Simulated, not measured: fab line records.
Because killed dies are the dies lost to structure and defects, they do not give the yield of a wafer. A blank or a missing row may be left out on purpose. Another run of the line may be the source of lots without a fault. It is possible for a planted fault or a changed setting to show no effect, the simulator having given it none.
Comparing a struck lot with a sound one / flow nand-harc / 24 out of 1159 route steps
Sound: wafers L672.1, L672.3, L672.4. Wafers struck: L671.2, L671.3, L671.6. The cause comes at the end.
At each step with rows: each side's tool, then ch and its chambers, then its first start. Under that, the readings that differ: sound wafers / struck wafers / difference of the means / sigmas: that difference in standard deviations of wafers without a fault.
alike: words and numbers the same on both sides, and readings whose means are apart by under 2 such deviations; not compared: readings that were withheld, readings missing a value for some wafer, numbers with overlapping values and no deviation given by the record, and bounds like >300 which may hide the same value.
Wherever a step has rows on one side only, a row that says differs or no value, or a row with sigmas, the two part there. Numbers that don't overlap but have no deviation are shown without sigmas and don't part them. A reading missing from all wafers of one side parts the sides only when that side holds two or more wafers.

first, 1 step without rows for these wafers: NHARC_P_STI_HARDBAKE_13 (time 65 s).
NHARC_P_STI_DESCUM_14: chemistry O2, time 3 s.
  sound on rie-diel-02 ch 1,2,3, day 3 23:24; struck on rie-diel-02 ch 1,2,3, day 3 13:30
  alike: drypump-motor-current-A, oes-product-au, rf-vpp-V, showerhead-plenum-p-Torr, throttle-valve-pct
  not compared: rf-hours-counter-h
NHARC_P_STI_ETCH_42: etches the open film in N2/H2, target depth 80 nm, overetch 24 nm, time 61 s.
  sound on rie-diel-02 ch 0,1,2, day 3 23:30; struck on rie-diel-02 ch 0,3, day 3 13:35
  alike: drypump-motor-current-A, oes-product-au, rf-vpp-V, showerhead-plenum-p-Torr, throttle-valve-pct
  not compared: rf-hours-counter-h
NHARC_P_STI_ETCH_31: etches the open film in CF4/CHF3, target depth 108.9 nm, time 54.5 s.
  sound on rie-diel-02 ch 0,1,2; struck on rie-diel-02 ch 1,3
  alike: drypump-motor-current-A, oes-product-au, rf-vpp-V, showerhead-plenum-p-Torr, throttle-valve-pct
  not compared: rf-hours-counter-h
NHARC_P_STI_ETCH_15: etches the open film in HBr/Cl2, target depth 300 nm, time 100.1 s.
  sound on rie-si-02 ch 1,2,3, day 3 23:41; struck on rie-si-01 ch 1,2, day 3 13:47
  alike: drypump-motor-current-A, oes-product-au, throttle-valve-pct
  not compared: rf-hours-counter-h
NHARC_P_STI_CD_MEAS_16:
  sound: cd-sem-03 at day 3 23:50; struck: cd-sem-03 at day 3 13:57
  alike: cd-nm
NHARC_P_STI_OCD_MEAS_17:
  sound: ocd-02 at day 3 23:56; struck: ocd-01 at day 3 14:02
  alike: trench-depth-nm, trench-foot-cd-nm
then, 3 steps without rows for these wafers: NHARC_P_STI_STRIP_19 (strips in SPM, time 900 s); NHARC_P_STI_PRECLEAN_32 (cleans in SC1); NHARC_P_STI_SRD_23.
NHARC_P_STI_OCD_MEAS_43:
  sound: ocd-01 at day 4 00:26; struck: ocd-01 at day 3 14:32
  alike: trench-depth-nm, trench-foot-cd-nm
then, 1 step without rows for these wafers: NHARC_P_STI_OXIDE_33 (material SiO2, target thk 10 nm, ox time 281 s).
NHARC_P_STI_HDPCVD_20: deposits SiO2.
  sound on hdpcvd-01 ch 0,1, day 4 09:07; struck on hdpcvd-01 ch 0, day 4 00:57
then, 1 step without rows for these wafers: NHARC_P_STI_ANNEAL_34 (time 1800 s).
NHARC_P_STI_CMP_21: polishes, t overpolish 20 s, target thk 380.67 nm.
  sound on cmp-03 ch 1,2,3, day 4 18:05; struck on cmp-02 ch 1,2,3, day 4 10:06
  alike: motor-current-A, overpolish-run-s, slurry-filter-dp-kPa
  not compared: pad-life-wafers
then, 7 steps without rows for these wafers: NHARC_P_STI_SRD_35; NHARC_P_STI_ETCH_36 (etches SiO2 in dHF, target depth 38.8 nm); NHARC_P_STI_STRIP_24 (strips Si3N4 in H3PO4); NHARC_P_STI_ETCH_37 (etches SiO2 in dHF, target depth 11 nm); NHARC_P_STI_PRECLEAN_38 (cleans in SC1); NHARC_P_STI_SRD_39; NHARC_P_STI_OXIDE_40 (material SiO2, target thk 10 nm, ox time 1362 s).
NHARC_P_STI_INSPECT_25:
  sound: defect-inspect-01 at day 5 02:30; struck: defect-inspect-02 at day 4 18:37
  alike: raw-defect-count
-- record jumps: 15 days between struck wafers' starts before vs after; left off in module P_STI, resumes in module END, first step shown is number 1159 of the route --
NHARC_END_SORT_01:
  only the struck wafers appear in the record here, on prober-02 ch 0 at day 20 03:41; the sound ones have no rows

WHERE THEY PART
At NHARC_END_SORT_01 and nowhere else, as far as this record goes.

WHY: the cause the simulator had injected
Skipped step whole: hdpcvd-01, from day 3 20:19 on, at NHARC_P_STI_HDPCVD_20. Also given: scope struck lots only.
